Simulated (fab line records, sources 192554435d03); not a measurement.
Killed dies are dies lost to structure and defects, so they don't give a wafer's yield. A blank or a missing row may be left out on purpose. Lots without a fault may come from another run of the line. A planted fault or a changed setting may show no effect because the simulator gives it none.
fab line records | flow n5_finfet
record lots=6 wafers=17 last_day=19
route steps=1938 shown BEOL_M9@1450
lots that met no fault: from a run of the same line without faults
start_h: hours from the record's first day to the start of the lot's first wafer shown | wait_h: hours since the lot's step before | " the same as in the row above | L1.1+2: a row that stands for several wafers | - no value, or no start given | * or withheld: withheld | < > ~ a bound
route shown NAME@n: a module of which the file shows steps, and the number in the route of the first | usual: mean/standard deviation of fault-free wafers | same: alike in all rows | chamber/n: place in a boat | sites: the reading at each site | _std_site: their standard deviation | _edge_site: outer sites' mean less inner sites' | radius_mm: how far each site lies from the wafer's centre | mask NAME#n: copy n | behind: the tool/chamber that last shaped the wafer | hold: why the lot was held/for how many hours/how that ended | device: the transistor (n, p or np) that didn't switch | end of line: the same wafers' tests at the end of the route | a step without rows: its recipe alone | killed: dies lost to structure and defects at the first sort, not the wafer's yield | map: a wafer's dies, x killed, . not, _ none there
set.NAME: the setting as run; set.NAME@STEP: as run at that earlier step | model.NAME: the simulator's own value behind a step, which no gauge read
lots at some steps of the route; a table a step, a row a wafer
services: from which hour (start_h, from the record's first day; less than 0 if before it) a tool's chamber was out of use, for how many hours, and why
## steps
# step N5_BEOL_M9_HM_STRIP_39
# recipe chemistry=peroxide_tin_strip material=TiN target_depth_a=250 temp_c=50 time_s=158
# step N5_BEOL_M9_SRD_40
# recipe time_s=30 temp_c=23 rinse_liquid=diw dry=ipa_marangoni
# step N5_BEOL_M9_PRECLEAN_42
# recipe chemistry=residue_remover time_s=60 temp_c=40
# step N5_BEOL_M9_SRD_43
# recipe time_s=30 temp_c=23 rinse_liquid=diw dry=ipa_marangoni
# step N5_BEOL_M9_CD_MEAS_35
# recipe target_cd_nm=70 target_cd_y_nm=40 polarity=opening
# usual cd_nm=70.1/0.56
# columns lot.wafer tool chamber start_h wait_h cd_nm
L951.1 cd_sem-02 - 203.61 0.0 70.8
L951.5 " - " " 70.2
L951.6 " - " " 69.9
L952.1 cd_sem-01 - 228.06 0.0 70.3
L952.2 " - " " 70.0
L952.3 " - " " 70.7
L955.2 cd_sem-02 - 247.79 0.0 69.9
L955.5 " - " " 69.8
L955.6 " - " " 69.7
L967.1 cd_sem-01 - 319.66 0.0 70.3
L967.5 " - " " 70.4
L967.6 " - " " 70.2
L971.4 cd_sem-03 - 350.11 0.0 70.7
L971.6 " - " " 71.1
L973.1 cd_sem-01 - 380.29 0.0 69.8
L973.2 " - " " 70.1
L973.3 " - " " 70.8
# step N5_BEOL_M9_CURE_72
# recipe temp_c=370 time_s=120 ambient=DMADMS/He material=SiCOH_lowk
# step N5_BEOL_M9_DEGAS_44
# recipe ambient=vacuum temp_c=250 time_s=60
# step N5_BEOL_M9_PRE_CLEAN_45
# recipe gas=H2/He time_s=30 temp_c=250
# usual heater_power_w=318/41 susceptor_temp_C=249.96/0.17
# same time_s=30
# columns lot.wafer tool chamber start_h wait_h heater_power_w susceptor_temp_C
L951.1 pvd_sputter-03 - 204.37 0.0 361 250.04
L951.5 " - " " 342 250.03
L951.6 " - " " 368 249.61
L952.1 pvd_sputter-02 - 228.83 0.0 242 249.89
L952.2 " - " " 341 249.81
L952.3 " - " " 338 249.93
L955.2 pvd_sputter-01 - 248.53 0.0 328 249.98
L955.5 " - " " 254 250.05
L955.6 " - " " 338 250.07
L967.1 pvd_sputter-02 - 320.11 0.0 346 249.69
L967.5 " - " " 247 249.95
L967.6 " - " " 353 249.93
L971.4 pvd_sputter-02 - 350.59 0.0 332 250.00
L971.6 " - " " 340 250.01
L973.1 pvd_sputter-01 - 380.88 0.0 257 249.88
L973.2 " - " " 336 250.07
L973.3 " - " " 333 249.75
# step N5_BEOL_M9_ALD_74
# recipe material=TaN target_thk_a=20 temp_c=275 ald_precursor_family=PDMAT ald_co_reactant=NH3 pressure_torr=3 carrier_flow_sccm=1500 pulse_time_s=2 purge_time_s=3 co_reactant_purge_time_s=2 co_reactant_pulse_time_s=3 ald_cycles=40 precursor_vessel_temp_c=75 precursor_vessel_pressure_torr=26.25 precursor_vessel_carrier_sccm=1000
# usual heater_power_w=429/47 susceptor_temp_C=274.98/0.19
# same ald_cycles=40
# columns lot.wafer tool chamber start_h wait_h heater_power_w susceptor_temp_C
L951.1 ald_metal-01 1 204.44 0.0 504 274.88
L951.5 " 2 " " 413 274.77
L951.6 " 3 " " 361 274.91
L952.1 ald_metal-04 3 228.91 0.1 370 275.23
L952.2 " 0 " " 438 275.06
L952.3 " 1 " " 426 275.04
L955.2 ald_metal-02 0 248.63 0.1 402 275.17
L955.5 " 2 " " 430 274.62
L955.6 " 1 " " 385 274.98
L967.1 ald_metal-01 2 320.19 0.1 428 274.74
L967.5 " 0 " " 440 274.93
L967.6 " 1 " " 513 274.71
L971.4 ald_metal-01 2 350.78 0.2 412 275.19
L971.6 " 3 " " 368 274.90
L973.1 ald_metal-04 2 381.03 0.1 461 275.15
L973.2 " 1 " " 422 275.06
L973.3 " 0 " " 418 274.76
# step N5_BEOL_M9_SURFACE_TREAT_79
# recipe gas=Ar time_s=* ion_energy_ev=* ion_current_ma_cm2=0.5 pressure_mtorr=* ar_flow_sccm=30
# usual throttle_valve_pct=*
# same time_s=*
# columns lot.wafer tool chamber start_h wait_h throttle_valve_pct
L951.1 pvd_sputter-03 - 204.85 0.3 *
L951.5 " - " " *
L951.6 " - " " *
L952.1 pvd_sputter-03 - 229.27 0.2 *
L952.2 " - " " *
L952.3 " - " " *
L955.2 pvd_sputter-02 - 249.02 0.3 *
L955.5 " - " " *
L955.6 " - " " *
L967.1 pvd_sputter-03 - 320.82 0.5 *
L967.5 " - " " *
L967.6 " - " " *
L971.4 pvd_sputter-03 - 350.94 0.0 *
L971.6 " - " " *
L973.1 pvd_sputter-01 - 381.38 0.2 *
L973.2 " - " " *
L973.3 " - " " *
# step N5_BEOL_M9_CVD_78
# recipe material=Co target_thk_a=20 temp_c=withheld precursor=CCTBA/H2 pressure_torr=30 time_s=138.9
# step N5_BEOL_M9_SPUTTER_48
# recipe material=Cu target_thk_a=120 temp_c=-20 bias_v=60 power_w=26000 chamber_pressure_pa=0.13 time_s=2
# usual chuck_sensor_temp_C=-16.0/0.44 substrate_temp_c=-20.00/0.095 susceptor_temp_C=-20.01/0.11 throttle_valve_pct=30.3/1.2
# same time_s=2
# columns lot.wafer tool chamber start_h wait_h chuck_sensor_temp_C substrate_temp_c susceptor_temp_C throttle_valve_pct
L951.1 pvd_sputter-01 - 205.17 0.1 -16.5 -20.15 -20.08 31.5
L951.5 " - " " -16.7 -19.95 -19.86 30.0
L951.6 " - " " -16.0 -20.01 -19.97 28.4
L952.1 pvd_sputter-03 - 229.47 0.1 -16.2 -20.08 -20.02 32.7
L952.2 " - " " -16.4 -20.02 -20.07 29.7
L952.3 " - " " -15.7 -19.91 -20.16 30.0
L955.2 pvd_sputter-01 - 249.33 0.1 -16.5 -20.15 -20.16 31.3
L955.5 " - " " -16.4 -20.05 -20.06 31.2
L955.6 " - " " -15.6 -19.91 -19.89 30.6
L967.1 pvd_sputter-01 - 321.38 0.2 -15.7 -19.92 -20.07 28.4
L967.5 " - " " -15.9 -20.00 -20.05 28.3
L967.6 " - " " -16.5 -20.04 -20.26 30.3
L971.4 pvd_sputter-03 - 351.34 0.2 -16.3 -19.90 -19.78 29.3
L971.6 " - " " -16.4 -19.93 -20.09 29.5
L973.1 pvd_sputter-02 - 381.67 0.1 -16.3 -19.91 -19.99 31.5
L973.2 " - " " -16.1 -19.96 -19.86 29.5
L973.3 " - " " -16.0 -19.97 -19.93 29.9
# step N5_BEOL_M9_ECD_50
# recipe material=Cu target_thk_a=3180
# columns lot.wafer tool chamber start_h wait_h model.Cu_of_BEOL_M9_ECD_50.thk_nm
L951.1 ecd_cu-01 0 205.37 0.1 313.6
L951.5 " 1 " " 315
L951.6 " 0 " " 312.2
L952.1 ecd_cu-02 0 229.58 0.1 320.2
L952.2 " 1 " " 317.4
L952.3 " 1 " " 320.6
L955.2 ecd_cu-01 0 249.44 0.1 323.8
L955.5 " 1 " " 322.6
L955.6 " 0 " " 324.4
L967.1 ecd_cu-02 0 321.49 0.1 318.8
L967.5 " 0 " " 318
L967.6 " 1 " " 319.8
L971.4 ecd_cu-02 0 351.49 0.1 316.6
L971.6 " 1 " " 548.6
L973.1 ecd_cu-02 0 381.80 0.1 544.2
L973.2 " 1 " " 316.8
L973.3 " 1 " " 314.2
# step N5_BEOL_M9_ANNEAL_51
# recipe temp_c=225 time_s=90 ambient=N2
# usual wafer_temp_C_max=226.4/0.42
# same time_s=90
# columns lot.wafer tool chamber start_h wait_h wafer_temp_C_max
L951.1 rtp_anneal-01 0 205.48 0.1 226.0
L951.5 " 0 " " 225.8
L951.6 " 0 " " 226.2
L952.1 rtp_anneal-02 0 230.09 0.5 226.6
L952.2 " 0 " " 225.9
L952.3 " 0 " " 227.1
L955.2 rtp_anneal-01 0 249.77 0.3 226.5
L955.5 " 0 " " 226.4
L955.6 " 0 " " 226.0
L967.1 rtp_anneal-01 0 321.60 0.1 225.9
L967.5 " 0 " " 226.2
L967.6 " 0 " " 225.6
L971.4 rtp_anneal-01 0 351.70 0.2 226.6
L971.6 " 0 " " 226.3
L973.1 rtp_anneal-02 0 382.65 0.8 226.6
L973.2 " 0 " " 226.7
L973.3 " 0 " " 226.4
# step N5_BEOL_M9_CMP_52
# recipe stop_on=SiCOH_lowk t_overpolish_s=7 down_force_psi=1 platen_rpm=50 clearing_platen_down_force_psi=1.5 clearing_platen_rpm=50 post_cmp_clean=cu_alkaline target_thk_nm=140 clearing_platen_pad_velocity_m_s=0.99484 pad_velocity_m_s=0.99484
# usual head_pressure_psi=1.0004/0.0022 motor_current_A=6.1/0.53 time_to_endpoint_s=66/3.4
# columns lot.wafer tool chamber start_h wait_h head_pressure_psi motor_current_A time_to_endpoint_s
L951.1 cmp-01 0 205.85 0.3 0.9998 6.4 60
L951.5 " 2 " " 0.9983 6.5 59
L951.6 " 3 " " 0.9988 4.6 58
L952.1 cmp-03 0 230.38 0.3 1.0054 5.7 70
L952.3 " 1 " " 0.9978 6.1 66
L952.2 " 3 " " 1.0004 7.3 71
L955.2 cmp-03 0 250.06 0.2 1.0027 5.6 72
L955.6 " 3 " " 0.9994 7.2 71
L955.5 " 0 " " 1.0024 5.4 75
L967.1 cmp-04 0 322.03 0.4 1.0002 6.3 64
L967.5 " 1 " " 0.9984 6.0 63
L967.6 " 2 " " 1.0029 5.6 63
L971.4 cmp-04 1 351.87 0.1 1.0000 6.2 61
L971.6 " 1 " " 1.0002 6.3 106
L973.1 cmp-04 3 382.94 0.3 0.9996 6.1 109
L973.2 " 1 " " 0.9992 6.0 60
L973.3 " 2 " " 1.0014 5.9 66
# step N5_BEOL_M9_THK_MEAS_53
# recipe thk_meas_gauge=xrf reads=Cu_of_BEOL_M9_ECD_50
# usual M9_THK=141.5/2.7
# columns lot.wafer tool chamber start_h wait_h M9_THK[nm]
L951.1 film_metro-02 - 206.07 - 140.7
L951.5 " - " " 144.1
L951.6 " - " " 141.3
L952.1 film_metro-02 - 230.68 - 143.2
L952.2 " - " " 139.7
L952.3 " - " " 141.7
L955.2 film_metro-02 - 250.32 - 140.8
L955.5 " - " " 140.0
L955.6 " - " " 139.4
L967.1 film_metro-01 - 322.21 - 137.8
L967.5 " - " " 139.4
L967.6 " - " " 139.2
L971.4 film_metro-02 - 352.16 - 144.1
L971.6 " - " " 141.7
L973.1 film_metro-02 - 383.24 - 140.0
L973.2 " - " " 141.4
L973.3 " - " " 143.3
## services
# columns tool chamber start_h hours kind
cmp-03 - 186.39 4.2 pm
cmp-01 - 191.57 0.8 repair
cmp-04 - 194.34 2.0 repair
cmp-04 - 199.97 3.2 repair
ald_metal-01 3 213.32 10.2 repair
cmp-01 - 217.95 2.7 repair
ald_metal-04 0 236.31 25.0 repair
cmp-03 - 242.73 1.8 repair
ecd_cu-01 - 258.41 6.4 repair
ald_metal-01 - 276.29 2.8 pm
ald_metal-01 - 280.01 1.3 repair
cmp-04 - 292.86 3.3 pm
ald_metal-04 3 298.84 10.0 repair
cmp-04 - 300.09 4.0 pm
cmp-03 - 302.53 1.6 repair
cmp-01 - 308.32 0.7 repair
cmp-03 - 312.25 4.0 pm
ald_metal-04 - 316.94 2.8 pm
ald_metal-02 0 317.79 5.4 repair
ald_metal-01 3 328.20 3.6 repair
ald_metal-04 - 337.25 14.0 pm
ald_metal-01 1 345.80 24.0 repair
cmp-03 - 349.42 0.8 repair
ald_metal-01 - 373.08 0.5 repair
## key
first_sign step=N5_BEOL_M9_CMP_52 reading=time_to_endpoint_s direction=up sigmas=12 usual=* struck=*
effect none on later readings
model_effect step=N5_BEOL_M9_ECD_50 value=Cu_of_BEOL_M9_ECD_50.thk_nm without=316.2 struck=546.4
met_at N5_BEOL_M9_ECD_50
struck_wafers L971.6,L973.1
onset_between 321.49 351.49
fault kind=process_parameter_drift tool=ecd_cu-02 chamber=- onset_h=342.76 steps=N5_BEOL_M9_ECD_50 channel=target_thk_a offset=* shape=step end_h=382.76 scope=struck_wafers_only acts_in=* stated=*
